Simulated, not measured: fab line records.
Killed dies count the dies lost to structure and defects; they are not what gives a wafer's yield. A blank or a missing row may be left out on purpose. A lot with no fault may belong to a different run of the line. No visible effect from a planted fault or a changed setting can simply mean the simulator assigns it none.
Comparing a struck lot with a sound one || flow nandHarc || 15 steps out of a route of 1302
Sound: wafers L602.1, L602.2, L602.6. The struck wafers were L606.2, L606.3, L606.5. The cause is given at the end.
At each step with rows: each side's tool, then ch and its chambers, then its first start. Under that, the readings that differ: sound wafers || struck wafers || difference of the means || sigmas: that difference in standard deviations of wafers without a fault.
alike: readings whose means differ by less than 2 such deviations, and words and numbers that are the same on both sides. not compared: withheld readings, readings that some wafer has no value for, bounds like >300 that may hide the same value, and numbers for which the record gives no deviation and whose values overlap.
A row with sigmas, a row that says differs or no value, or rows on one side alone: a step with any of these is where the two part. Numbers that have no deviation but don't overlap get no sigmas and don't part them. Lack of a reading on every wafer of one side parts them only where that side has two or more wafers.

first, 5 steps without rows for these wafers: NHARC_A_CONTACT_SOFTBAKE_64 (time 55 s); NHARC_A_CONTACT_EBR_65; NHARC_A_CONTACT_EXPOSE_66 (exposes mask A CC 2); NHARC_A_CONTACT_PEB_67 (peb time 65 s); NHARC_A_CONTACT_DEVELOP_68 (develop time 35 s).
NHARC_A_CONTACT_CD_MEAS_69: the cd target is 300 nm.
  sound on cdSem-01 ch 0, day 22 09:10; struck on cdSem-02 ch 0, day 23 11:00
  alike: cdNm
NHARC_A_CONTACT_OVL_MEAS_70:
  sound: overlay-02 at day 22 09:16; struck: overlay-02 at day 23 11:05
{"reading": "overlayYNm (nm)", "sound": "0.0 0.3 -0.1", "struck": "2.0 1.5 1.3", "difference": "+1.5", "sigmas": "+2"}
  alike: overlayXNm
NHARC_A_CONTACT_INSPECT_71:
  sound: defectInspect-01 at day 22 09:17; struck: defectInspect-02 at day 23 11:07
{"reading": "rawDefectCount", "sound": "123 113 118", "struck": "59 76 53", "difference": -55, "sigmas": -2}
NHARC_A_CONTACT_DESCUM_74: chemistry O2, time 3 s.
  sound on rieDiel-12 ch 1,2,3, day 22 09:22; struck on rieDiel-12 ch 2,3, day 23 11:12
  alike: drypumpMotorCurrentA, oesProductAu, rfVppV, showerheadPlenumPTorr, throttleValvePct
  not compared: rfHoursCounterH
NHARC_A_CONTACT_ETCH_75: etches the open film in CF4, target depth 39 nm, time 65 s.
  sound on rieDiel-12 ch 0,1,2, day 22 09:27; struck on rieDiel-12 ch 0,2, day 23 11:17
  alike: biasW, cf4FlowSccm, drypumpMotorCurrentA, oesProductAu, rfVppV, showerheadPlenumPTorr, throttleValvePct
  not compared: rfHoursCounterH
NHARC_A_CONTACT_ETCH_76: etches the open film in N2/H2, target depth 260 nm, time 475.3 s.
  sound on rieDiel-12 ch 1,2; struck on rieDiel-12 ch 0,2,3
  alike: biasW, chamberPressureMTorr, drypumpMotorCurrentA, h2FlowSccm, oesProductAu, rfVppV, showerheadPlenumPTorr, throttleValvePct
  not compared: rfHoursCounterH
NHARC_A_CONTACT_ETCH_77: etches the open film in CF4/CHF3, target depth 108.9 nm, time 54.5 s.
  sound on rieDiel-12 ch 1,2,3; struck on rieDiel-12 ch 0,2
  alike: biasW, cf4FlowSccm, drypumpMotorCurrentA, oesProductAu, rfVppV, showerheadPlenumPTorr, throttleValvePct
  not compared: rfHoursCounterH
NHARC_A_CONTACT_ETCH_78: etches the open film in O2/COS, target depth 5300 nm, time 1378 s.
  sound on rieDiel-12 ch 2,3, day 22 10:04; struck on rieDiel-12 ch 0,2,3, day 23 12:02
  no value came back on the struck wafers for any of 7 readings (biasW (W), chamberPressureMTorr (mTorr) and others); on the sound wafers biasW (W) reads 300.3 301.4 301.4
  not compared: rfHoursCounterH
NHARC_A_CONTACT_ETCH_124: etches the open film in C4F8/O2/Ar, time 140 s, target depth 700 nm.
  sound on harCapEtch-02 ch 0,1, day 22 10:53; struck on harCapEtch-01 ch 0,1, day 23 13:03
  alike: chamberPressureMTorr, oesAirLineAu
  not compared: rfHoursCounterH
-- record jumps: 2 days between struck wafers' starts before vs after; left off in module A_CONTACT, resumes in module END, first step shown is number 1302 of the route --
NHARC_END_SORT_01:
  the record has rows for the struck wafers here (prober-02 ch 0, day 25 22:02) and none for the sound ones

WHERE THEY PART
Earliest at NHARC_A_CONTACT_OVL_MEAS_70; latest, in this record, at NHARC_END_SORT_01.

WHY: what had been put in by the simulator
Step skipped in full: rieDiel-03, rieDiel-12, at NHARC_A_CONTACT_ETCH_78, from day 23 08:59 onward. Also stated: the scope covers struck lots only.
